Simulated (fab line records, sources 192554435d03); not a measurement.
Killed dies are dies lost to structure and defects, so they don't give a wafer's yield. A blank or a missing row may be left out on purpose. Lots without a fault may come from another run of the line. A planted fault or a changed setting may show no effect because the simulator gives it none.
Which tool did it? | flow n5_finfet | 24 lots, 72 wafers sampled, at 3 steps of a route of 1938

WHAT THE GAUGES READ, wafer by wafer
N5_BEOL_M5_CD_MEAS_18: pitch 56 nm, target cd 28 nm. Usual: cd_nm 27.99 nm, standard deviation 0.28.
lot  | measured     | on        | cd_nm (nm)        | flag
L074 | day 8 20:25  | cd_sem-02 | 27.91 28.02 28.42 |
L077 | day 9 04:55  | cd_sem-01 | 27.71 27.19 27.64 |
L076 | day 9 06:55  | cd_sem-01 | 28.03 27.81 27.93 |
L075 | day 9 09:59  | cd_sem-01 | 27.90 28.08 27.79 |
L079 | day 9 13:55  | cd_sem-01 | 28.17 27.63 27.86 |
L078 | day 9 14:11  | cd_sem-02 | 27.33 27.34 28.24 |
L080 | day 10 13:50 | cd_sem-03 | 28.03 27.66 27.87 |
L081 | day 10 20:55 | cd_sem-01 | 28.10 27.56 27.75 |
L082 | day 11 18:23 | cd_sem-03 | 27.98 27.37 28.10 |
L085 | day 11 19:49 | cd_sem-03 | 27.90 28.20 28.23 |
L084 | day 12 23:15 | cd_sem-02 | 28.60 27.74 27.38 |
L086 | day 13 05:58 | cd_sem-03 | 27.73 27.65 27.66 |
L089 | day 13 12:34 | cd_sem-01 | 28.16 27.96 28.07 |
L083 | day 13 16:01 | cd_sem-03 | 27.93 27.95 27.82 |
L087 | day 13 21:03 | cd_sem-03 | 28.39 27.75 27.79 |
L088 | day 14 02:04 | cd_sem-03 | 28.03 28.13 28.00 |
L090 | day 14 08:44 | cd_sem-02 | 28.25 28.04 27.62 |
L093 | day 14 20:34 | cd_sem-01 | 28.06 28.56 28.20 |
L092 | day 14 22:55 | cd_sem-02 | 27.80 27.71 27.40 |
L094 | day 15 01:22 | cd_sem-02 | 28.00 27.80 27.62 |
L091 | day 15 01:52 | cd_sem-03 | 28.38 28.21 28.10 |
L095 | day 15 19:18 | cd_sem-03 | 28.63 28.21 28.02 |
L097 | day 15 19:10 | cd_sem-03 | 28.17 27.95 28.27 |
L096 | day 16 02:40 | cd_sem-01 | 28.21 27.82 28.29 |

WHICH TOOL RAN EACH LOT (tool, then ch and the chambers of the sampled wafers, then the start)
lot  | N5_BEOL_M4_ANNEAL_87         | N5_BEOL_M4_SPUTTER_88
L074 | pvd_sputter-03, day 8 15:04  | pvd_sputter-03, day 8 15:13
L077 | pvd_sputter-03, day 8 22:58  | pvd_sputter-03, day 8 23:07
L076 | pvd_sputter-02, day 9 02:06  | pvd_sputter-02, day 9 02:14
L075 | pvd_sputter-01, day 9 04:04  | pvd_sputter-01, day 9 04:13
L079 | pvd_sputter-01, day 9 06:58  | pvd_sputter-01, day 9 07:06
L078 | pvd_sputter-01, day 9 08:48  | pvd_sputter-01, day 9 08:56
L080 | pvd_sputter-01, day 10 00:22 | pvd_sputter-01, day 10 00:30
L081 | pvd_sputter-03, day 10 14:42 | pvd_sputter-03, day 10 14:52
L082 | pvd_sputter-01, day 11 12:32 | pvd_sputter-01, day 11 12:40
L085 | pvd_sputter-03, day 11 12:34 | pvd_sputter-03, day 11 12:42
L084 | pvd_sputter-02, day 12 16:48 | pvd_sputter-02, day 12 16:56
L086 | pvd_sputter-01, day 12 23:55 | pvd_sputter-01, day 13 00:03
L089 | pvd_sputter-02, day 13 06:32 | pvd_sputter-02, day 13 06:40
L083 | pvd_sputter-01, day 13 09:53 | pvd_sputter-01, day 13 10:01
L087 | pvd_sputter-03, day 13 14:49 | pvd_sputter-03, day 13 14:58
L088 | pvd_sputter-02, day 13 18:23 | pvd_sputter-02, day 13 18:32
L090 | pvd_sputter-01, day 14 02:53 | pvd_sputter-01, day 14 03:02
L093 | pvd_sputter-01, day 14 15:50 | pvd_sputter-01, day 14 15:59
L092 | pvd_sputter-01, day 14 17:41 | pvd_sputter-01, day 14 17:49
L094 | pvd_sputter-02, day 14 20:21 | pvd_sputter-02, day 14 20:29
L091 | pvd_sputter-03, day 14 20:33 | pvd_sputter-03, day 14 20:41
L095 | pvd_sputter-02, day 15 13:01 | pvd_sputter-02, day 15 13:10
L097 | pvd_sputter-01, day 15 13:14 | pvd_sputter-01, day 15 13:22
L096 | pvd_sputter-01, day 15 20:05 | pvd_sputter-01, day 15 20:14
- N5_BEOL_M4_ANNEAL_87: time 240 s.
- N5_BEOL_M4_SPUTTER_88: material Cu, target thk 4.5 nm, time 8.29 s.

WHAT THE TOOLS THEMSELVES READ (means of the sampled wafers that have a number; where no wafer has one, the mark that the record gives instead)
N5_BEOL_M4_ANNEAL_87. Usual: heater_power_w 878 W, standard deviation 97.
lot  | tool           | heater_power_w (W) | flag
L074 | pvd_sputter-03 | 824                |
L077 | pvd_sputter-03 | 803                |
L076 | pvd_sputter-02 | 971                |
L075 | pvd_sputter-01 | 907                |
L079 | pvd_sputter-01 | 867                |
L078 | pvd_sputter-01 | 808                |
L080 | pvd_sputter-01 | 850                |
L081 | pvd_sputter-03 | 895                |
L082 | pvd_sputter-01 | 951                |
L085 | pvd_sputter-03 | 876                |
L084 | pvd_sputter-02 | 924                |
L086 | pvd_sputter-01 | 862                |
L089 | pvd_sputter-02 | 944                |
L083 | pvd_sputter-01 | 763                |
L087 | pvd_sputter-03 | 806                |
L088 | pvd_sputter-02 | 967                |
L090 | pvd_sputter-01 | 807                |
L093 | pvd_sputter-01 | 780                |
L092 | pvd_sputter-01 | 783                |
L094 | pvd_sputter-02 | 976                |
L091 | pvd_sputter-03 | 869                |
L095 | pvd_sputter-02 | 961                |
L097 | pvd_sputter-01 | 837                |
L096 | pvd_sputter-01 | 882                |

N5_BEOL_M4_SPUTTER_88. Usual: throttle_valve_pct 29.8 %, standard deviation 1.1.
lot  | tool           | throttle_valve_pct (%) | flag
L074 | pvd_sputter-03 | 30.0                   |
L077 | pvd_sputter-03 | 31.3                   |
L076 | pvd_sputter-02 | 30.0                   |
L075 | pvd_sputter-01 | 29.6                   |
L079 | pvd_sputter-01 | 29.7                   |
L078 | pvd_sputter-01 | 29.2                   |
L080 | pvd_sputter-01 | 29.7                   |
L081 | pvd_sputter-03 | 31.8                   |
L082 | pvd_sputter-01 | 30.1                   |
L085 | pvd_sputter-03 | 30.6                   |
L084 | pvd_sputter-02 | 30.1                   |
L086 | pvd_sputter-01 | 29.1                   |
L089 | pvd_sputter-02 | 30.5                   |
L083 | pvd_sputter-01 | 28.5                   |
L087 | pvd_sputter-03 | 31.2                   |
L088 | pvd_sputter-02 | 30.0                   |
L090 | pvd_sputter-01 | 29.0                   |
L093 | pvd_sputter-01 | 28.4                   |
L092 | pvd_sputter-01 | 28.6                   |
L094 | pvd_sputter-02 | 29.8                   |
L091 | pvd_sputter-03 | 30.9                   |
L095 | pvd_sputter-02 | 30.6                   |
L097 | pvd_sputter-01 | 29.6                   |
L096 | pvd_sputter-01 | 29.8                   |

THE ANSWER, worked out from the rows above alone
Rule: a lot is off if the mean of its wafers that have a number lies more than 3 standard deviations from the usual mean. A lot without any number at a reading at which 4 lots or more have one is off too. The other lots that the step has rows for count as sound. The gauges are gone through in route order, then the tools' own readings, and for those a lot's mean is taken as printed above. The first step at which some lot is off is used, and at that step the reading that is off furthest; a lot without a number counts as furthest.
No lot is off at any reading shown: from this, nothing can be told.

WHAT THE SIMULATOR HAD PUT IN
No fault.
